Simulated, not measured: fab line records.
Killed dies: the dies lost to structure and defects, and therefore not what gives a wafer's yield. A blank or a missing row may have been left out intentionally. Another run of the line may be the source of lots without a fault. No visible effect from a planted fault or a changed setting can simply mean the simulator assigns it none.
Which tool did it? | flow n5_finfet | 24 wafers from 8 lots sampled at 5 of the route's 1938 steps

## WHAT EACH GAUGE READ, for each wafer
N5_BEOL_M0_SAQP_INSPECT_42: inspects for defects (brightfield).
lot  | measured     | on                | raw_defect_count
L779 | day 7 08:10  | defect_inspect-02 | 297 336 317
L781 | day 7 17:56  | defect_inspect-02 | 232 356 321
L784 | day 8 17:41  | defect_inspect-02 | 292 395 368
L785 | day 8 21:27  | defect_inspect-02 | 325 285 228
L786 | day 9 01:59  | defect_inspect-02 | 722 622 597
L787 | day 9 08:58  | defect_inspect-01 | 204 217 201
L788 | day 9 14:14  | defect_inspect-01 | 653 655 605
L796 | day 11 07:37 | defect_inspect-02 | 180 303 300

## TOOL THAT RAN EACH LOT (tool first, then ch and the chambers of the sampled wafers, then the start)
lot  | N5_BEOL_M0_SAQP_MANDREL1_REMOVE_100 | N5_BEOL_M0_SAQP_ETCH_101           | N5_BEOL_M0_SAQP_MANDREL_ETCH_103 | N5_BEOL_M0_SAQP_ETCH_106
L779 | rie_si-05 ch 0,1,3, day 7 05:28     | rie_diel-01 ch 0,2,3, day 7 05:50  | rie_si-06 ch 0,1,2, day 7 05:59  | rie_diel-04 ch 1,2, day 7 06:31
L781 | rie_si-03 ch 1,2,3, day 7 15:19     | rie_diel-01 ch 1,2,3, day 7 15:28  | rie_si-05 ch 0,1,3, day 7 15:37  | rie_diel-03 ch 0,1,2, day 7 16:08
L784 | rie_si-05 ch 0,1, day 8 14:19       | rie_diel-01 ch 0,2,3, day 8 14:32  | rie_si-06 ch 1,3, day 8 14:40    | rie_diel-01 ch 2,3, day 8 15:11
L785 | rie_si-05 ch 0,1,2, day 8 17:45     | rie_diel-01 ch 2,3, day 8 17:54    | rie_si-06 ch 1,2, day 8 18:02    | rie_diel-01 ch 1,2,3, day 8 18:38
L786 | rie_si-05 ch 0,1,2, day 8 23:38     | rie_diel-03 ch 2,3, day 8 23:51    | rie_si-06 ch 1,2,3, day 8 23:59  | rie_diel-04 ch 0,1,3, day 9 00:32
L787 | rie_si-03 ch 0,1,2, day 9 06:42     | rie_diel-03 ch 0,2,3, day 9 06:51  | rie_si-05 ch 0,1,2, day 9 06:59  | rie_diel-04 ch 0,3, day 9 07:31
L788 | rie_si-05 ch 0,1, day 9 11:50       | rie_diel-03 ch 0,3, day 9 11:59    | rie_si-06 ch 1,2,3, day 9 12:07  | rie_diel-01 ch 2,3, day 9 12:41
L796 | rie_si-03 ch 0,3, day 11 04:40      | rie_diel-04 ch 0,1,2, day 11 04:49 | rie_si-05 ch 1,2,3, day 11 04:58 | rie_diel-04 ch 1,3, day 11 05:44
- N5_BEOL_M0_SAQP_MANDREL1_REMOVE_100: chemistry HBr/Cl2/O2, target a-Si, stops on SiNx, bt time 10 s.
- N5_BEOL_M0_SAQP_ETCH_101: etches SiNx in CH3F/O2, target depth 29.9 nm, time 42.7 s.
- N5_BEOL_M0_SAQP_MANDREL_ETCH_103: etches a-Si in HBr/Cl2, stops on SiCN, target depth 45 nm, bt time 10 s, time 27 s.
- N5_BEOL_M0_SAQP_ETCH_106: etches SOC in N2/H2, stops on SiNx, target depth 150 nm.

## THE ANSWER, worked out from the rows above alone
Rule: the lots themselves supply what counts as usual. Put in order of their means at a reading, lots are off if they are a third of the lots or fewer, leave a main group of 4 or more, and stand apart from it by a gap of 3 or more times the standard deviation of the main group's means; of several such gaps the widest counts. The tables above print the reading to a certain number of digits; a main group whose means all agree to those digits is not used. A lot without any number at a reading at which 4 lots or more have one is off too. Any other lot the step has rows for is counted as sound.
Off: L786, L788 (N5_BEOL_M0_SAQP_INSPECT_42, raw_defect_count). Mean 286 and standard deviation 45 in the main group.
If a tool, at a process step before that reading, ran all the lots that are off and no sound lot after the first of them, it fits. Gauges at N5_BEOL_M0_SAQP_INSPECT_42: tried the same way as those tools. Undecided on this evidence; 2 tools fit (rie_si-05 at N5_BEOL_M0_SAQP_MANDREL1_REMOVE_100, rie_si-06 at N5_BEOL_M0_SAQP_MANDREL_ETCH_103).

## WHAT THE SIMULATOR HAD INSERTED
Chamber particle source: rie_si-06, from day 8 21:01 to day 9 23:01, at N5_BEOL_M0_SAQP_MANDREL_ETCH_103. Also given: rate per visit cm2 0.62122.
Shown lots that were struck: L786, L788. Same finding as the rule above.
